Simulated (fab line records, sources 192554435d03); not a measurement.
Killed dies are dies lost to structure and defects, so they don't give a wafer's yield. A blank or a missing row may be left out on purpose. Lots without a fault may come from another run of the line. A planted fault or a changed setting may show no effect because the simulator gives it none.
fab line records | flow n5_finfet
record lots=10 wafers=30 last_day=18
route steps=1938 shown ZERO_LAYER@14 WELL_APT@30 BEOL_M4@1111 PASSIVATION@1936
lots that met no fault: from a run of the same line without faults
start_h: hours from the record's first day to the start of the lot's first wafer shown | wait_h: hours since the lot's step before | " the same as in the row above | L1.1+2: a row that stands for several wafers | - no value, or no start given | * or withheld: withheld | < > ~ a bound
route shown NAME@n: a module of which the file shows steps, and the number in the route of the first | usual: mean/standard deviation of fault-free wafers | same: alike in all rows | chamber/n: place in a boat | sites: the reading at each site | _std_site: their standard deviation | _edge_site: outer sites' mean less inner sites' | radius_mm: how far each site lies from the wafer's centre | mask NAME#n: copy n | behind: the tool/chamber that last shaped the wafer | hold: why the lot was held/for how many hours/how that ended | device: the transistor (n, p or np) that didn't switch | end of line: the same wafers' tests at the end of the route | a step without rows: its recipe alone | killed: dies lost to structure and defects at the first sort, not the wafer's yield | map: a wafer's dies, x killed, . not, _ none there
set.NAME: the setting as run; set.NAME@STEP: as run at that earlier step | model.NAME: the simulator's own value behind a step, which no gauge read
steps of the route over a sample of lots; a table a step, a row a wafer
services: from which hour (start_h, from the record's first day; less than 0 if before it) a tool's chamber was out of use, for how many hours, and why
## steps
# step N5_ZERO_LAYER_DESCUM_16
# recipe chemistry=O2 time_s=7.9 source_power_w=50 bias_power_w=20 pressure_mtorr=20 rf_frequency_hz=2.712e+07 temp_c=40 o2_flow_sccm=225
# usual bias_power_w=19.99/0.061 drypump_motor_current_A=5.8/0.38 oes_product_au=0.76/0.083 rf_vpp_V=243.5/1.4 showerhead_plenum_p_Torr=2.11/0.062 throttle_valve_pct=20.51/0.25
# columns lot.wafer tool chamber start_h wait_h bias_power_w drypump_motor_current_A oes_product_au rf_hours_counter_h rf_vpp_V showerhead_plenum_p_Torr throttle_valve_pct
L112.2 rie_diel-06 1 12.81 0.0 19.98 5.8 0.78 101 240.2 2.03 20.58
L112.3 " 3 " " 19.91 5.2 0.79 116 244.7 2.20 20.16
L112.6 " 1 " " 20.01 5.8 0.78 - 242.4 2.03 20.59
L114.1 rie_diel-05 3 24.80 0.0 19.92 5.6 0.90 37 242.6 2.05 20.13
L114.3 " 0 " " 19.86 6.0 0.76 149 245.1 2.18 20.76
L114.4 " 2 " " 20.03 5.1 1.01 0 244.0 2.13 20.18
L118.1 rie_diel-04 2 48.76 0.1 19.95 6.6 0.66 254 242.3 2.07 20.97
L118.3 " 0 " " 19.95 5.6 0.92 10 243.2 2.06 20.44
L118.5 " 0 " " 20.03 5.6 0.92 - 242.7 2.06 20.45
L119.2 rie_diel-04 2 54.82 0.0 19.99 6.5 0.66 257 242.5 2.07 20.98
L119.3 " 0 " " 20.00 5.6 0.91 13 243.0 2.06 20.45
L119.6 " 2 " " 20.07 6.5 0.67 - 242.8 2.07 20.95
L125.2 rie_diel-04 0 90.80 0.0 19.98 5.6 0.88 28 242.6 2.06 20.48
L125.4 " 0 " " 19.99 5.6 0.88 - 244.3 2.06 20.47
L125.5 " 1 " " 20.06 5.9 0.70 - 244.1 2.15 20.43
L127.1 rie_diel-06 2 102.71 0.0 19.92 5.9 0.74 177 243.8 2.17 20.48
L127.5 " 2 " " 19.87 5.9 0.74 - 245.3 2.17 20.48
L127.6 " 1 " " 20.05 5.8 0.75 - 241.7 2.02 20.65
L130.4 rie_diel-04 2 120.71 0.1 19.95 6.5 0.66 - 243.6 2.06 21.01
L130.5 " 1 " " 20.12 5.9 0.70 - 242.6 2.15 20.46
L130.6 " 0 " " 20.00 5.6 0.86 - 241.9 2.05 20.48
L131.2 rie_diel-06 3 126.75 0.1 20.09 5.2 0.77 146 244.5 2.18 20.21
L131.3 " 0 " " 19.98 5.7 0.71 225 244.2 2.15 20.29
L131.4 " 2 " " 19.95 5.9 0.73 183 243.8 2.17 20.48
L133.2 rie_diel-06 2 138.68 0.0 19.97 5.9 0.73 188 244.0 2.17 20.48
L133.4 " 1 " " 20.03 5.8 0.75 139 242.3 2.02 20.64
L133.6 " 1 " " 19.99 5.8 0.75 - 241.7 2.02 20.68
L134.1 rie_diel-06 1 144.99 0.0 20.00 5.8 0.74 141 241.1 2.02 20.66
L134.5 " 3 " " 19.94 5.2 0.76 - 244.4 2.18 20.22
L134.6 " 0 " " 20.00 5.8 0.70 - 243.5 2.15 20.30
# step N5_WELL_APT_INSPECT_10
# recipe mode=adi inspect_instrument=macro
# usual raw_defect_count=2.1/1.4
# columns lot.wafer tool chamber start_h wait_h raw_defect_count
L112.2 defect_inspect-01 - 13.87 0.0 2
L112.3 " - " " 3
L112.6 " - " " 2
L114.1 defect_inspect-01 - 25.74 0.0 1
L114.3 " - " " 4
L114.4 " - " " 2
L118.1 defect_inspect-02 - 49.72 0.0 1
L118.3 " - " " 5
L118.5 " - " " 1
L119.2 defect_inspect-01 - 55.88 0.0 2
L119.3 " - " " 1
L119.6 " - " " 1
L125.2 defect_inspect-02 - 91.96 0.0 0
L125.4 " - " " 1
L125.5 " - " " 3
L127.1 defect_inspect-02 - 103.84 0.0 1
L127.5 " - " " 1
L127.6 " - " " 6
L130.4 defect_inspect-02 - 121.68 0.0 1
L130.5 " - " " 0
L130.6 " - " " 3
L131.2 defect_inspect-01 - 127.80 0.0 1
L131.3 " - " " 4
L131.4 " - " " 0
L133.2 defect_inspect-02 - 140.00 0.0 2
L133.4 " - " " 2
L133.6 " - " " 3
L134.1 defect_inspect-02 - 145.92 0.0 3
L134.5 " - " " 5
L134.6 " - " " 2
# step N5_WELL_APT_IMPLANT_15
# recipe species=As energy_kev=25 dose_cm2=1.5e+13 tilt_deg=0 rotation_deg=0
# usual rotation_deg=0.003/0.017
# columns lot.wafer tool chamber start_h wait_h rotation_deg
L112.2 implanter-02 0 14.21 0.1 0.021
L112.3 " 0 " " -0.020
L112.6 " 0 " " -0.030
L114.1 implanter-01 0 26.62 0.1 -0.031
L114.3 " 0 " " -0.038
L114.4 " 0 " " -0.011
L118.1 implanter-02 0 50.09 0.1 0.004
L118.3 " 0 " " 0.002
L118.5 " 0 " " -0.006
L118.1 implanter-02 0 50.43 0.3 -0.019
L118.3 " 0 " " 0.017
L118.5 " 0 " " -0.008
L119.2 implanter-01 0 56.22 0.1 0.032
L119.3 " 0 " " 0.023
L119.6 " 0 " " 0.006
L119.2 implanter-01 0 56.57 0.3 0.013
L119.3 " 0 " " 0.017
L119.6 " 0 " " 0.007
L125.2 implanter-01 0 92.47 0.1 0.031
L125.4 " 0 " " -0.037
L125.5 " 0 " " -0.019
L127.1 implanter-02 0 104.38 0.1 -0.023
L127.5 " 0 " " 0.009
L127.6 " 0 " " 0.001
L130.4 implanter-01 0 122.22 0.1 -0.009
L130.5 " 0 " " -0.002
L130.6 " 0 " " 0.022
L131.2 implanter-02 0 128.15 0.1 -0.015
L131.3 " 0 " " -0.002
L131.4 " 0 " " -0.029
L133.2 implanter-02 0 140.77 0.1 -0.010
L133.4 " 0 " " 0.026
L133.6 " 0 " " -0.018
L134.1 implanter-01 0 146.24 0.1 -0.004
L134.5 " 0 " " 0.027
L134.6 " 0 " " 0.001
# step N5_WELL_APT_CD_MEAS_25
# recipe target_cd_nm=200 landing_energy_ev=500 detector=se_inlens
# usual cd_nm=199.9/1.4
# columns lot.wafer tool chamber start_h wait_h cd_nm
L112.2 cd_sem-01 0 14.93 - 198.3
L112.3 " 0 " " 200.2
L112.6 " 0 " " 199.3
L114.1 cd_sem-01 0 27.49 - 199.3
L114.3 " 0 " " 198.6
L114.4 " 0 " " 199.3
L118.1 cd_sem-01 0 51.19 - 199.1
L118.3 " 0 " " 202.5
L118.5 " 0 " " 201.5
L119.2 cd_sem-01 0 57.55 - 198.7
L119.3 " 0 " " 199.1
L119.6 " 0 " " 198.7
L125.2 cd_sem-03 0 93.22 - 199.7
L125.4 " 0 " " 201.2
L125.5 " 0 " " 200.6
L127.1 cd_sem-01 0 105.26 - 199.9
L127.5 " 0 " " 199.7
L127.6 " 0 " " 199.4
L130.4 cd_sem-01 0 123.02 - 199.2
L130.5 " 0 " " 200.2
L130.6 " 0 " " 199.8
L131.2 cd_sem-01 0 128.87 - 198.0
L131.3 " 0 " " 197.9
L131.4 " 0 " " 200.6
L133.2 cd_sem-01 0 141.49 - 201.1
L133.4 " 0 " " 201.9
L133.6 " 0 " " 199.1
L134.1 cd_sem-02 0 147.12 - 199.1
L134.5 " 0 " " 198.9
L134.6 " 0 " " 200.3
# step N5_BEOL_M4_RC_MEAS_101
# usual DIBL_N=36.4/1.2 DIBL_P=36.1/1.6 IOFF_N=0.156/0.024 IOFF_P=0.21/0.031 ION_N=674/11 ION_P=463/6.9 SS_N=71.5/0.5 SS_P=73.2/0.55 VT_N=250.0/2.9 VT_P=-250/3.6
# columns lot.wafer tool chamber start_h wait_h DIBL_N[mV/V] DIBL_P[mV/V] IOFF_N[nA/um] IOFF_P[nA/um] ION_N[uA/um] ION_P[uA/um] SS_N[mV/dec] SS_P[mV/dec] VT_N[mV] VT_P[mV]
L112.2 prober-02 0 166.60 0.2 37.7 38.4 0.178 0.22 671 462 72.2 73.5 250.2 -250
L112.3 " 0 " " 35.5 36.8 0.155 0.20 675 464 71.2 72.9 251.4 -251
L112.6 " 0 " " 36.2 37.6 0.157 0.20 679 464 70.8 72.7 250.2 -252
L114.1 prober-01 0 173.74 0.0 37.3 38.3 0.181 0.23 680 469 72.1 73.3 247.3 -250
L114.3 " 0 " " 38.7 39.4 0.208 0.24 684 464 72.1 73.8 244.2 -249
L114.4 " 0 " " 36.8 37.6 0.167 0.21 674 459 72.4 73.3 247.0 -251
L118.1 prober-01 0 191.95 0.0 36.8 35.6 0.182 0.27 676 468 71.2 73.6 250.4 -246
L118.3 " 0 " " 38.0 36.2 0.195 0.27 683 466 72.1 74.5 247.6 -243
L118.5 " 0 " " 37.1 36.1 0.185 0.28 681 469 71.8 73.4 247.4 -244
L119.2 prober-02 0 228.92 0.5 34.7 33.8 0.137 0.19 661 465 70.7 73.5 250.5 -249
L119.3 " 0 " " 35.2 34.9 0.147 0.21 678 467 71.2 73.2 251.4 -248
L119.6 " 0 " " 36.4 36.3 0.181 0.25 688 481 71.6 73.9 246.8 -246
L125.2 prober-01 0 242.19 0.2 37.0 35.7 0.143 0.17 665 455 72.0 73.3 250.7 -259
L125.4 " 0 " " 37.7 36.9 0.156 0.18 684 458 72.1 73.2 249.1 -258
L125.5 " 0 " " 36.5 35.4 0.135 0.16 667 454 71.4 73.1 252.3 -259
L127.1 prober-02 0 252.63 0.0 37.7 36.7 0.170 0.20 672 455 71.7 74.1 250.4 -252
L127.5 " 0 " " 35.5 34.2 0.130 0.16 667 460 70.6 73.1 253.5 -256
L127.6 " 0 " " 35.6 34.6 0.140 0.17 671 460 71.4 73.3 252.1 -254
L131.2 prober-01 0 276.94 0.2 37.7 36.7 0.175 0.25 679 467 71.8 73.3 247.2 -247
L131.3 " 0 " " 37.7 37.1 0.186 0.26 688 470 71.7 74.1 247.7 -247
L131.4 " 0 " " 36.4 34.8 0.149 0.22 661 463 71.0 73.3 250.1 -248
L130.4 prober-01 0 283.16 0.5 33.6 34.5 0.101 0.16 653 455 70.5 73.0 258.6 -256
L130.5 " 0 " " 34.9 36.2 0.126 0.18 663 460 71.2 72.9 253.7 -254
L130.6 " 0 " " 34.4 35.3 0.112 0.17 657 457 70.8 72.4 257.3 -256
L133.2 prober-02 0 300.99 0.2 37.2 36.8 0.152 0.20 674 464 71.7 72.6 251.9 -254
L133.4 " 0 " " 35.7 34.9 0.127 0.18 669 462 71.3 72.5 253.1 -254
L133.6 " 0 " " 36.0 34.9 0.134 0.18 681 464 71.2 72.6 253.8 -255
L134.1 prober-02 0 314.63 0.0 37.1 37.7 0.179 0.23 668 464 71.8 74.1 247.6 -249
L134.5 " 0 " " 36.2 36.1 0.154 0.20 657 455 71.2 73.4 252.0 -253
L134.6 " 0 " " 36.1 36.2 0.154 0.20 670 460 71.6 73.5 250.1 -253
# step N5_PASSIVATION_PROBE_49
# usual defect_limited_yield=91.4/1.5 killed_at_M0_to_M3=31/11 killed_at_M4_up=13/5.5 killed_at_contacts=13/6.3 killed_at_front_end=40/13 killed_at_other=3.3/2.6 killed_dies=101/18 killed_open=67/13 killed_short=33/7.9 sort_bin_5_function=5.1/1 sort_bin_6_memory=3.2/0.68 sort_n_pass=1079/18 sort_yield_pct=91.4/1.5
# same gross_dies=1180 killed_at_back_side=0 sort_bin_4_leakage[%]=0 sort_bin_8_speed[%]=0
# columns lot.wafer tool chamber start_h wait_h defect_limited_yield[%] killed_at_M0_to_M3 killed_at_M4_up killed_at_contacts killed_at_front_end killed_at_other killed_dies killed_open killed_short sort_bin_5_function[%] sort_bin_6_memory[%] sort_n_pass sort_yield_pct[%]
L119.2 prober-01 - 320.18 0.1 91.4 36 14 23 27 2 102 66 36 5.5 2.7 1078 91.4
L119.3 prober-01 - 320.23 0.1 92.4 35 11 21 18 5 90 62 28 3.8 3.5 1090 92.4
L119.6 prober-01 - 320.38 0.3 91.9 32 14 7 40 3 96 59 37 5.0 2.9 1084 91.9
# killed by level:class
L119.2 MOL_CONTACT_COAG:geometric_particle:open=16 BEOL_M3:geometric_particle:open=12 BEOL_M0_SAQP:geometric_particle:short=11 FIN_SAQP:geometric_particle:open=8 MOL_CONTACT_COAG:geometric_particle:short=7 BEOL_M4:geometric_particle:open=7 BEOL_M0_SAQP:geometric_particle:open=5 FIN_SAQP:geometric_particle:short=3
L119.3 MOL_CONTACT_COAG:geometric_particle:open=17 BEOL_M0_SAQP:geometric_particle:open=10 BEOL_M0_SAQP:geometric_particle:short=9 BEOL_M4:geometric_particle:open=8 FIN_SAQP:geometric_particle:short=6 BEOL_M2:geometric_particle:open=5 BEOL_M3:geometric_particle:open=5 MOL_CONTACT_COAG:geometric_particle:short=4
L119.6 STARTING-WAFER:geometric_particle:open=7 BEOL_M3:geometric_particle:open=7 BEOL_M4:geometric_particle:open=7 FIN_SAQP:geometric_particle:short=6 BEOL_M0:geometric_particle:open=6 BEOL_M2:geometric_particle:open=6 MOL_CONTACT_COAG:geometric_particle:open=5 STI_FIN_REVEAL:geometric_particle:short=4
## services
# columns tool chamber start_h hours kind
rie_diel-05 1 -5.24 9.4 repair
implanter-02 - 1.79 1.0 repair
rie_diel-05 2 4.31 - clean
rie_diel-05 2 4.31 - consumable_replace:focus_ring
rie_diel-05 2 4.31 18.8 scheduled_down
rie_diel-05 2 4.31 18.8 vent_cycle
implanter-01 - 6.34 3.6 pm
rie_diel-04 - 11.16 2.8 pm
rie_diel-04 0 14.81 8.2 repair
implanter-01 - 20.60 2.1 repair
rie_diel-04 3 21.27 132.0 repair
implanter-02 - 41.10 6.2 repair
rie_diel-06 - 58.10 2.8 pm
implanter-01 - 81.30 2.5 repair
rie_diel-06 3 81.36 10.5 repair
rie_diel-04 0 85.45 2.4 repair
rie_diel-05 0 105.22 2.4 repair
implanter-01 - 119.68 1.5 repair
## key
first_sign step=N5_WELL_APT_IMPLANT_15 reading=visit direction=added
effect none on later readings
met_at N5_WELL_APT_IMPLANT_15
struck_lots L118,L119
not_acting_at N5_ZERO_LAYER_DESCUM_16,N5_WELL_APT_INSPECT_10,N5_WELL_APT_CD_MEAS_25
fault kind=repeated_step_whole tool=implanter-01,implanter-02 chamber=- onset_h=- steps=N5_WELL_APT_IMPLANT_15 times=1 scope=struck_lots_only
